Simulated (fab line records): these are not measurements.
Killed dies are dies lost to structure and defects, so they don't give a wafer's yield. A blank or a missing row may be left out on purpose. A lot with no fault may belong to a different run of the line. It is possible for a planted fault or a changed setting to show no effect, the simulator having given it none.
Chamber matching | flow nand-harc | NHARC_A_STAIRCASE_STRIP_476 on rie-diel-12 has 4 sister chambers
The step strips in O2, time 20 s. 20 wafers are shown with their chamber, then 10 later ones without.

== WAFERS, EACH WITH ITS CHAMBER ==
wafer  | chamber | drypump-motor-current-A (A) | showerhead-plenum-p-Torr (Torr) | rf-vpp-V (V)
L075.1 | 0       | 5.7                         | 3.66                            | 58.5
L075.2 | 2       | 6.3                         | 3.36                            | 58.9
L075.3 | 1       | 5.4                         | 3.78                            | 60.6
L075.4 | 3       | 6.2                         | 3.46                            | 58.2
L075.5 | 1       | 5.4                         | 3.78                            | 58.1
L075.6 | 2       | 6.3                         | 3.36                            | 57.1
L080.1 | 3       | 6.3                         | 3.45                            | 56.6
L080.2 | 2       | 6.3                         | 3.35                            | 56.4
L080.4 | 0       | 5.7                         | 3.65                            | 57.6
L081.1 | 0       | 5.7                         | 3.64                            | 58.4
L081.5 | 2       | 6.3                         | 3.35                            | 57.5
L081.6 | 1       | 5.4                         | 3.77                            | 57.5
L085.2 | 0       | 5.7                         | 3.64                            | 57.7
L085.4 | 3       | 6.3                         | 3.44                            | 56.6
L085.5 | 0       | 5.7                         | 3.64                            | 58.9
L087.1 | 0       | 5.7                         | 3.63                            | 57.1
L087.5 | 0       | 5.7                         | 3.63                            | 56.8
L087.6 | 1       | 5.4                         | 3.76                            | 60.4
L087.2 | 2       | 6.3                         | 3.34                            | 56.0
L087.3 | 3       | 6.2                         | 3.44                            | 57.6

SIGNATURES (means of the wafers above)
reading                  | chamber 0 | chamber 1 | chamber 2 | chamber 3 | scatter within a chamber
drypump-motor-current-A  | 5.700     | 5.400     | 6.300     | 6.250     | 0.025
showerhead-plenum-p-Torr | 3.6414    | 3.7725    | 3.3520    | 3.4475    | 0.00973
rf-vpp-V                 | 57.857    | 59.150    | 57.180    | 57.250    | 1.06
Rule: for each reading, subtract the chamber's mean from the wafer's reading, divide by that reading's scatter and square the result; add these up over the readings and take the root, which gives the wafer's distance from the chamber. If the next closest chamber is less than 2 further off than the closest, the wafer can't be placed; otherwise it belongs to the closest. The scatter: take each reading less its chamber's mean, square it, sum over the shown wafers, divide by the number of wafers less the number of chambers, and take the root.

== WAFERS WITHOUT THEIR CHAMBER ==
wafer  | drypump-motor-current-A (A) | showerhead-plenum-p-Torr (Torr) | rf-vpp-V (V)
L087.4 | 5.4                         | 3.76                            | 59.2
L090.1 | 6.3                         | 3.34                            | 56.5
L090.2 | 5.4                         | 3.76                            | 58.0
L090.5 | 6.3                         | 3.34                            | 57.2
L091.2 | 5.4                         | 3.76                            | 56.8
L091.4 | 5.7                         | 3.63                            | 57.7
L091.5 | 5.7                         | 3.63                            | 57.5
L094.1 | 5.4                         | 3.75                            | 59.8
L094.2 | 5.7                         | 3.62                            | 56.4
L094.3 | 6.3                         | 3.33                            | 58.6

== EACH ONE'S CHAMBER ==
wafer  | from the rows above | in truth
L087.4 | 1                   | 1
L090.1 | 2                   | 2
L090.2 | 1                   | 1
L090.5 | 2                   | 2
L091.2 | 1                   | 1
L091.4 | 0                   | 0
L091.5 | 0                   | 0
L094.1 | 1                   | 1
L094.2 | 0                   | 0
L094.3 | 2                   | 2
Placed correctly: 10 of 10. Number that these rows cannot place: 0. 0 placed wrongly.
